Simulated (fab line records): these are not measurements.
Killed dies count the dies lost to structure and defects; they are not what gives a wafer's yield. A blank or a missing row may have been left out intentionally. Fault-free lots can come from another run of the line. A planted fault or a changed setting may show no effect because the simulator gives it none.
fab line records -- flow n5-finfet
record: lots: 11, wafers: 33, last-day: 17
route steps=1938 shown BEOL_M13@1693 TV_LITHO@1883 PASSIVATION@1905
lots untouched by any fault: they come from a run of this same line in which no faults occurred
start-h: hours from the record's opening day to when the first of the lot's shown wafers began -- wait-h: hours since the lot's step before -- " the same as in the row above -- L1.1+2: one row covering several wafers at once -- - value missing, or start not given -- * or withheld: withheld -- < > ~ a bound
route shown NAME@n: names a module that has steps shown in the file, with the first one's number in the route -- usual: mean and standard deviation over wafers with no fault -- same: alike in all rows -- chamber/n: place in a boat -- sites: readings site by site -- _std_site: standard deviation of those values -- _edge_site: outer sites' mean less inner sites' -- radius-mm: how far each site lies from the wafer's centre -- mask NAME#n: copy n -- behind: tool/chamber where the wafer was last shaped -- hold: why the lot went on hold/how many hours it stayed there/how the hold came to an end -- device: names the non-switching transistor (n, p or np) -- end of line: the route-end tests of the same wafers -- a step given without rows: its recipe and nothing more -- killed: dies lost to structure and defects at the first sort, not the wafer's yield -- map: dies across one wafer; x = killed, . = not, _ = none there
set.NAME: the setting as run; set.NAME@STEP: as run at that earlier step -- model.NAME: the simulator's own value behind a step, which no gauge read
steps of the route over a sample of lots; a table a step, a row a wafer
services: the hour from which a tool's chamber was out of use, counted from the record's first day as start-h (under 0 if before that day), plus the number of hours and why
== steps ==
step: N5_BEOL_M13_ETCH_67
recipe: chemistry: CF4, target: SiARC, target-depth-a: 1430, time-s: 238.3, ion-energy-ev: 80, pressure-mtorr: 40, source-w: 545, bias-w: 36, Ar_flow_sccm: 100, cf4-flow-sccm: 100, ends: cleared
usual: drypump-motor-current-A: 5.8/0.39, etch-rf-on-time-s: 237/5.8, oes-product-au: 0.67/0.055, rf-vpp-V: 184.3/1.2, showerhead-plenum-p-Torr: 2.16/0.069, throttle-valve-pct: 15.59/0.16
lot.wafer,tool,chamber,start-h,wait-h,drypump-motor-current-A,etch-rf-on-time-s,oes-product-au,rf-hours-counter-h,rf-vpp-V,showerhead-plenum-p-Torr,throttle-valve-pct
L405.2,rie-diel-04,1,249.26,0.0,5.8,232,0.71,71,185.6,2.26,15.64
L405.3,rie-diel-04,3,249.26,0.0,5.7,235,0.77,19,185.5,2.27,15.37
L405.5,rie-diel-04,3,249.26,0.0,5.7,237,0.76,-,185.7,2.27,15.34
L406.2,rie-diel-04,0,254.03,0.0,5.1,227,0.64,178,182.6,2.13,15.58
L406.3,rie-diel-04,3,254.03,0.0,5.7,233,0.76,21,185.1,2.27,15.34
L406.4,rie-diel-04,0,254.03,0.0,5.1,228,0.64,-,183.4,2.13,15.59
L408.1,rie-diel-04,1,263.08,0.0,5.8,229,0.72,76,185.4,2.26,15.64
L408.2,rie-diel-04,0,263.08,0.0,5.1,227,0.64,182,184.3,2.13,15.58
L408.3,rie-diel-04,3,263.08,0.0,5.7,232,0.75,24,186.7,2.27,15.36
L409.2,rie-diel-05,3,268.24,0.0,6.2,231,0.61,249,185.0,2.19,15.78
L409.3,rie-diel-05,2,268.24,0.0,5.3,235,0.66,134,184.9,2.14,15.80
L409.6,rie-diel-05,1,268.24,0.0,6.1,237,0.65,-,183.5,2.08,15.77
L413.2,rie-diel-05,2,296.61,0.0,5.3,237,0.65,144,184.9,2.14,15.82
L413.3,rie-diel-05,0,296.61,0.0,5.9,250,0.73,46,185.4,2.18,15.54
L413.5,rie-diel-05,2,296.61,0.0,5.3,237,0.65,-,183.2,2.14,15.81
L416.1,rie-diel-05,2,324.86,0.0,5.3,237,0.64,154,184.2,2.13,15.81
L416.2,rie-diel-05,1,324.86,0.0,6.2,235,0.65,155,182.6,2.07,15.82
L416.3,rie-diel-05,0,324.86,0.0,5.9,246,0.72,56,185.6,2.18,15.56
L422.2,rie-diel-01,0,328.05,0.0,6.0,232,0.61,228,185.4,2.19,15.63
L422.3,rie-diel-01,1,328.05,0.0,6.3,237,0.67,112,182.0,2.08,15.46
L422.6,rie-diel-01,0,328.05,0.0,6.0,233,0.61,-,184.5,2.19,15.63
L421.3,rie-diel-01,0,337.37,0.0,6.1,235,0.60,231,184.6,2.19,15.63
L421.4,rie-diel-01,0,337.37,0.0,6.1,233,0.61,-,184.7,2.19,15.62
L421.5,rie-diel-01,1,337.37,0.0,6.3,239,0.66,-,183.9,2.08,15.46
L425.1,rie-diel-04,0,360.49,0.0,5.1,231,0.62,208,184.1,2.12,15.64
L425.2,rie-diel-04,3,360.49,0.0,5.7,234,0.71,55,185.9,2.26,15.42
L425.4,rie-diel-04,2,360.49,0.0,5.6,237,0.71,63,185.4,2.27,15.38
L423.1,rie-diel-01,1,363.72,0.0,6.3,239,0.66,124,184.2,2.08,15.47
L423.2,rie-diel-01,0,363.72,0.0,6.1,235,0.60,241,184.3,2.18,15.66
L423.5,rie-diel-01,2,363.72,0.0,5.1,240,0.64,-,183.2,2.07,15.80
L424.1,rie-diel-01,2,364.27,0.0,5.1,239,0.64,162,183.0,2.07,15.81
L424.2,rie-diel-01,0,364.27,0.0,6.0,237,0.60,241,184.0,2.18,15.65
L424.5,rie-diel-01,1,364.27,0.0,6.3,241,0.66,-,183.5,2.08,15.47
step: N5_PASSIVATION_CD_MEAS_10
recipe: target-cd-nm: 3000, landing-energy-ev: 500, detector: se-inlens
usual: cd-nm: 3000.2/2
lot.wafer,tool,chamber,start-h,wait-h,cd-nm
L405.2,cd-sem-01,0,275.38,-,3001.6
L405.3,cd-sem-01,0,275.38,-,3001.4
L405.5,cd-sem-01,0,275.38,-,3004.5
L406.2,cd-sem-03,0,277.01,-,2999.4
L406.3,cd-sem-03,0,277.01,-,2998.4
L406.4,cd-sem-03,0,277.01,-,3002.5
L408.1,cd-sem-02,0,291.98,-,2998.2
L408.2,cd-sem-02,0,291.98,-,3000.0
L408.3,cd-sem-02,0,291.98,-,2998.1
L409.2,cd-sem-02,0,292.28,-,2998.9
L409.3,cd-sem-02,0,292.28,-,3001.3
L409.6,cd-sem-02,0,292.28,-,3001.7
L413.2,cd-sem-02,0,320.82,-,3000.1
L413.3,cd-sem-02,0,320.82,-,3002.2
L413.5,cd-sem-02,0,320.82,-,2997.2
L416.1,cd-sem-03,0,349.74,-,2999.1
L416.2,cd-sem-03,0,349.74,-,2996.8
L416.3,cd-sem-03,0,349.74,-,2995.4
L422.2,cd-sem-01,0,354.93,-,2998.5
L422.3,cd-sem-01,0,354.93,-,3001.4
L422.6,cd-sem-01,0,354.93,-,2999.4
L421.3,cd-sem-03,0,359.68,-,3001.3
L421.4,cd-sem-03,0,359.68,-,2998.9
L421.5,cd-sem-03,0,359.68,-,2996.9
L425.1,cd-sem-02,0,385.87,-,3003.4
L425.2,cd-sem-02,0,385.87,-,3000.2
L425.4,cd-sem-02,0,385.87,-,2999.9
L423.1,cd-sem-02,0,390.07,-,3001.2
L423.2,cd-sem-02,0,390.07,-,3002.4
L423.5,cd-sem-02,0,390.07,-,3001.1
L424.1,cd-sem-03,0,391.22,-,3002.4
L424.2,cd-sem-03,0,391.22,-,2998.5
L424.5,cd-sem-03,0,391.22,-,2999.1
step: N5_PASSIVATION_DESCUM_12
recipe: chemistry: O2, time-s: 7.9, source-power-w: 50, bias-power-w: 20, pressure-mtorr: 20, rf-frequency-hz: 2.712e+07, temp-c: 40, o2-flow-sccm: 225
usual: drypump-motor-current-A: 5.8/0.43, oes-product-au: 0.77/0.06, rf-vpp-V: 243.1/1.3, showerhead-plenum-p-Torr: 2.09/0.074, throttle-valve-pct: 20.45/0.21
lot.wafer,tool,chamber,start-h,wait-h,drypump-motor-current-A,oes-product-au,rf-hours-counter-h,rf-vpp-V,showerhead-plenum-p-Torr,throttle-valve-pct
L405.2,rie-diel-01,2,275.56,0.1,5.1,0.77,138,242.2,2.03,20.65
L405.3,rie-diel-01,0,275.56,0.1,6.0,0.72,212,244.1,2.16,20.46
L405.5,rie-diel-01,1,275.56,0.1,6.4,0.80,-,241.9,2.01,20.11
L406.2,rie-diel-05,2,277.14,0.1,5.3,0.76,135,243.3,2.10,20.67
L406.3,rie-diel-05,0,277.14,0.1,5.9,0.89,37,243.9,2.15,20.52
L406.4,rie-diel-05,2,277.14,0.1,5.3,0.76,-,243.6,2.10,20.67
L408.1,rie-diel-05,1,292.25,0.2,6.1,0.75,144,240.6,2.02,20.57
L408.2,rie-diel-05,2,292.25,0.2,5.3,0.76,142,243.2,2.10,20.67
L408.3,rie-diel-05,0,292.25,0.2,5.9,0.88,44,243.3,2.14,20.50
L409.2,rie-diel-04,0,292.61,0.3,5.1,0.74,191,243.9,2.07,20.37
L409.3,rie-diel-04,2,292.61,0.3,5.6,0.86,40,244.7,2.22,20.08
L409.6,rie-diel-04,2,292.61,0.3,5.6,0.86,-,244.4,2.22,20.08
L413.2,rie-diel-01,1,321.19,0.3,6.3,0.78,111,243.3,2.01,20.15
L413.3,rie-diel-01,0,321.19,0.3,6.1,0.71,226,244.4,2.16,20.48
L413.5,rie-diel-01,1,321.19,0.3,6.3,0.79,-,242.4,2.01,20.13
L416.1,rie-diel-05,0,349.83,0.0,5.9,0.85,65,243.0,2.14,20.54
L416.2,rie-diel-05,2,349.83,0.0,5.3,0.75,160,244.2,2.09,20.71
L416.3,rie-diel-05,3,349.83,0.0,6.2,0.95,14,242.6,2.12,19.98
L422.2,rie-diel-01,3,355.36,0.4,6.0,0.73,209,241.8,2.07,20.37
L422.3,rie-diel-01,0,355.36,0.4,6.1,0.70,238,242.3,2.15,20.49
L422.6,rie-diel-01,2,355.36,0.4,5.1,0.74,-,241.9,2.02,20.67
L421.3,rie-diel-01,3,360.01,0.3,6.0,0.73,211,243.8,2.07,20.37
L421.4,rie-diel-01,2,360.01,0.3,5.1,0.74,161,241.6,2.02,20.69
L421.5,rie-diel-01,1,360.01,0.3,6.3,0.77,-,241.0,2.00,20.17
L425.1,rie-diel-01,1,385.95,0.0,6.3,0.76,132,240.7,2.00,20.18
L425.2,rie-diel-01,2,385.95,0.0,5.1,0.74,167,242.2,2.02,20.69
L425.4,rie-diel-01,3,385.95,0.0,6.0,0.71,219,241.9,2.07,20.39
L423.1,rie-diel-01,1,390.20,0.1,6.3,0.77,133,242.5,2.00,20.17
L423.2,rie-diel-01,0,390.20,0.1,6.1,0.70,249,244.5,2.15,20.52
L423.5,rie-diel-01,3,390.20,0.1,6.0,0.73,-,241.8,2.07,20.40
L424.1,rie-diel-01,2,391.31,0.0,5.1,0.75,169,241.7,2.02,20.68
L424.2,rie-diel-01,3,391.31,0.0,6.0,0.72,221,243.9,2.07,20.39
L424.5,rie-diel-01,2,391.31,0.0,5.1,0.74,-,243.8,2.02,20.69
step: N5_PASSIVATION_CD_MEAS_30
recipe: target-cd-nm: 4000, landing-energy-ev: 500, detector: se-inlens, polarity: opening
usual: cd-nm: 3999.5/2.2
lot.wafer,tool,chamber,start-h,wait-h,cd-nm
L405.2,cd-sem-03,0,277.04,-,4000.2
L405.3,cd-sem-03,0,277.04,-,4005.2
L405.5,cd-sem-03,0,277.04,-,4001.6
L406.2,cd-sem-03,0,278.85,-,4001.2
L406.3,cd-sem-03,0,278.85,-,3999.6
L406.4,cd-sem-03,0,278.85,-,3999.4
L408.1,cd-sem-02,0,293.75,-,3998.2
L408.2,cd-sem-02,0,293.75,-,3999.9
L408.3,cd-sem-02,0,293.75,-,3998.5
L409.2,cd-sem-02,0,294.24,-,4000.6
L409.3,cd-sem-02,0,294.24,-,3998.1
L409.6,cd-sem-02,0,294.24,-,4002.3
L413.2,cd-sem-01,0,322.87,-,3996.5
L413.3,cd-sem-01,0,322.87,-,3998.2
L413.5,cd-sem-01,0,322.87,-,3997.5
L416.1,cd-sem-02,0,351.58,-,4004.4
L416.2,cd-sem-02,0,351.58,-,4001.8
L416.3,cd-sem-02,0,351.58,-,4003.1
L422.2,cd-sem-01,0,357.57,-,4001.4
L422.3,cd-sem-01,0,357.57,-,4001.1
L422.6,cd-sem-01,0,357.57,-,4004.4
L421.3,cd-sem-03,0,361.29,-,3999.1
L421.4,cd-sem-03,0,361.29,-,4000.7
L421.5,cd-sem-03,0,361.29,-,4001.0
L425.1,cd-sem-02,0,388.15,-,3998.4
L425.2,cd-sem-02,0,388.15,-,3997.1
L425.4,cd-sem-02,0,388.15,-,3999.9
L423.1,cd-sem-02,0,392.17,-,3998.3
L423.2,cd-sem-02,0,392.17,-,3997.5
L423.5,cd-sem-02,0,392.17,-,3996.5
L424.1,cd-sem-03,0,392.60,-,4001.3
L424.2,cd-sem-03,0,392.60,-,3997.1
L424.5,cd-sem-03,0,392.60,-,3998.6
step: N5_PASSIVATION_PROBE_49
usual: defect-limited-yield: 91.4/1.5, killed_at_M0_to_M3: 34/12, killed_at_M4_up: 12/4.9, killed-at-contacts: 13/7.2, killed-at-front-end: 39/12, killed-at-other: 3.7/2.9, killed-dies: 101/18, killed-open: 67/14, killed-short: 33/7.2, sort_bin_5_function: 5.1/0.97, sort_bin_6_memory: 3.2/0.67, sort-n-pass: 1079/17, sort-yield-pct: 91.4/1.5
same: gross-dies: 1180, killed-at-back-side: 0, sort_bin_4_leakage[%]: 0, sort_bin_8_speed[%]: 0
lot.wafer,tool,chamber,start-h,wait-h,defect-limited-yield[%],killed_at_M0_to_M3,killed_at_M4_up,killed-at-contacts,killed-at-front-end,killed-at-other,killed-dies,killed-open,killed-short,sort_bin_5_function[%],sort_bin_6_memory[%],sort-n-pass,sort-yield-pct[%]
L413.2,prober-02,-,329.13,0.1,91.6,22,15,11,46,5,99,70,25,4.7,3.2,1081,91.6
L413.3,prober-02,-,329.18,0.1,92.3,21,11,6,47,6,91,62,29,4.5,3.1,1089,92.3
L413.5,prober-02,-,329.28,0.2,92.7,39,17,5,25,0,86,58,27,4.7,2.4,1094,92.7
L416.1,prober-02,-,356.61,0.0,86.4,23,102,4,32,0,161,55,23,8.3,3.1,1019,86.4
L416.2,prober-02,-,356.66,0.1,90.0,38,14,18,44,4,118,76,39,6.3,3.4,1062,90.0
L416.3,prober-02,-,356.71,0.1,92.8,17,19,17,28,4,85,60,25,3.8,3.0,1095,92.8
L421.5,prober-02,-,367.51,0.2,92.9,28,6,18,29,3,84,57,26,3.8,2.9,1096,92.9
L423.1,prober-02,-,397.99,0.6,91.8,30,14,12,34,7,97,69,28,5.0,3.1,1083,91.8
L423.2,prober-02,-,398.04,0.6,92.5,35,8,18,25,2,88,57,31,4.3,2.7,1092,92.5
L423.5,prober-02,-,398.19,0.8,91.5,25,8,18,36,13,100,67,28,4.4,3.8,1080,91.5
L424.1,prober-01,-,399.40,0.0,92.3,37,10,2,37,5,91,60,30,4.3,3.1,1089,92.3
L424.2,prober-01,-,399.45,0.1,92.9,31,25,1,23,4,84,44,39,4.0,3.1,1096,92.9
L424.5,prober-01,-,399.60,0.2,92.6,27,14,5,39,2,87,53,31,4.1,3.1,1093,92.6
killed by level:class
L413.2 FIN_SAQP:geometric-particle:open=16 BEOL_M2:geometric-particle:open=9 MOL_CONTACT_COAG:geometric-particle:open=7 BEOL_M4:geometric-particle:open=5 BEOL_M3:geometric-particle:open=5 DUMMY_GATE:geometric-particle:open=4 ILD0:geometric-particle:short=4 ILD0:geometric-particle:open=4
L413.3 FIN_SAQP:geometric-particle:open=11 FIN_SAQP:geometric-particle:short=9 BEOL_M2:geometric-particle:open=9 BEOL_M4:geometric-particle:open=9 DUMMY_GATE:geometric-particle:open=8 STI_FIN_REVEAL:geometric-particle:open=8 BEOL_M0_SAQP:geometric-particle:short=5 MIM_TOP:geometric-particle:short=4
L413.5 BEOL_M2:geometric-particle:open=12 BEOL_M3:geometric-particle:open=10 BEOL_M0_SAQP:geometric-particle:short=8 FIN_SAQP:geometric-particle:short=7 BEOL_M4:geometric-particle:open=6 MOL_CONTACT_COAG:geometric-particle:open=5 DUMMY_GATE:geometric-particle:open=4 BEOL_M2:geometric-particle:short=4
L416.1 BEOL_M13:unspecified=82 BEOL_M1:geometric-particle:open=12 BEOL_M4:geometric-particle:open=11 FIN_SAQP:geometric-particle:open=7 DUMMY_GATE:geometric-particle:open=5 GATE_CUT:geometric-particle:short=5 BEOL_M0_SAQP:geometric-particle:short=5 FIN_SAQP:geometric-particle:short=4
L416.2 MOL_CONTACT_COAG:geometric-particle:open=13 BEOL_M0_SAQP:geometric-particle:short=13 BEOL_M4:geometric-particle:open=10 BEOL_M0_SAQP:geometric-particle:open=10 FIN_SAQP:geometric-particle:open=8 STI_FIN_REVEAL:geometric-particle:open=7 GATE_CUT:geometric-particle:short=6 BEOL_M1:geometric-particle:open=6
L416.3 MOL_CONTACT_COAG:geometric-particle:open=15 BEOL_M4:geometric-particle:open=10 STI_FIN_REVEAL:geometric-particle:open=9 GATE_CUT:geometric-particle:short=6 BEOL_M0_SAQP:geometric-particle:short=5 BEOL_M3:geometric-particle:open=5 GATE_CUT:geometric-particle:open=4 BEOL_M5:geometric-particle:open=4
L421.5 MOL_CONTACT_COAG:geometric-particle:open=13 BEOL_M0_SAQP:geometric-particle:short=11 BEOL_M0_SAQP:geometric-particle:open=10 FIN_SAQP:geometric-particle:open=6 STARTING-WAFER:geometric-particle:open=6 STI_FIN_REVEAL:geometric-particle:open=5 MOL_CONTACT_COAG:geometric-particle:short=5 SPACER0:geometric-particle:short=4
L423.1 MOL_CONTACT_COAG:geometric-particle:open=9 STI_FIN_REVEAL:geometric-particle:open=8 FIN_SAQP:geometric-particle:short=7 BEOL_M2:geometric-particle:open=7 BEOL_M3:geometric-particle:open=7 BEOL_M0_SAQP:geometric-particle:open=6 ILD0:geometric-particle:short=4 BEOL_M0_SAQP:geometric-particle:short=4
L423.2 MOL_CONTACT_COAG:geometric-particle:open=13 GATE_CUT:geometric-particle:short=7 BEOL_M0_SAQP:geometric-particle:short=7 BEOL_M1:geometric-particle:open=7 BEOL_M0_SAQP:geometric-particle:open=6 MOL_CONTACT_COAG:geometric-particle:short=5 BEOL_M3:geometric-particle:open=5 BEOL_M4:geometric-particle:open=5
L423.5 MOL_CONTACT_COAG:geometric-particle:open=12 STI_FIN_REVEAL:geometric-particle:open=9 BEOL_M2:geometric-particle:open=9 PASS1_CAP:geometric-particle:open=8 DUMMY_GATE:geometric-particle:open=7 MOL_CONTACT_COAG:geometric-particle:short=6 BEOL_M2:geometric-particle:short=4 BEOL_M4:geometric-particle:open=4
L424.1 BEOL_M3:geometric-particle:open=9 DUMMY_GATE:geometric-particle:open=8 BEOL_M1:geometric-particle:open=7 BEOL_M2:geometric-particle:open=7 FIN_SAQP:geometric-particle:short=6 BEOL_M0:geometric-particle:open=6 STARTING-WAFER:geometric-particle:short=5 FIN_SAQP:geometric-particle:open=3
L424.2 BEOL_M0_SAQP:geometric-particle:short=9 BEOL_M0_SAQP:geometric-particle:open=7 BEOL_M5:geometric-particle:open=6 DUMMY_GATE:geometric-particle:open=5 BEOL_M3:geometric-particle:open=4 BEOL_M4:geometric-particle:open=4 STARTING-WAFER:geometric-particle:short=4 FIN_SAQP:geometric-particle:short=3
L424.5 BEOL_M2:geometric-particle:open=10 FIN_SAQP:geometric-particle:short=9 STARTING-WAFER:geometric-particle:short=6 MOL_CONTACT_COAG:geometric-particle:open=5 BEOL_M0_SAQP:geometric-particle:short=5 DUMMY_GATE:geometric-particle:open=4 BEOL_M0:geometric-particle:open=4 BEOL_M3:geometric-particle:open=4
== services ==
tool,chamber,start-h,hours,kind
rie-diel-04,2,233.69,4.1,repair
rie-diel-04,2,252.40,19.3,repair
rie-diel-05,3,276.30,-,clean
rie-diel-05,3,276.30,-,consumable-replace:focus-ring
rie-diel-05,3,276.30,31.9,scheduled-down
rie-diel-05,3,276.30,31.9,vent-cycle
rie-diel-01,2,332.04,7.0,repair
rie-diel-04,0,346.38,11.2,repair
rie-diel-04,3,371.15,9.9,repair
rie-diel-01,2,377.93,5.7,repair
== key ==
first-sign: step: N5_PASSIVATION_PROBE_49, reading: killed_at_M4_up, direction: up, sigmas: 18, usual: 12, struck: 102
effect: step: N5_PASSIVATION_PROBE_49, reading: killed-dies, direction: up, sigmas: 3.4, usual: 101, struck: 161
more-kills-born-at: N5_BEOL_M13_ETCH_67@rie-diel-05: 82
met-at N5_BEOL_M13_ETCH_67
struck-lots L416
struck-wafers L416.1
not-acting-at N5_PASSIVATION_CD_MEAS_10,N5_PASSIVATION_DESCUM_12,N5_PASSIVATION_CD_MEAS_30
onset-between 296.61 324.86
fault: kind: chamber-particle-source, tool: rie-diel-05, chamber: 2, onset-h: 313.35, steps: N5_BEOL_M13_ETCH_67, rate-per-visit-cm2: 0.7942, end-h: 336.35
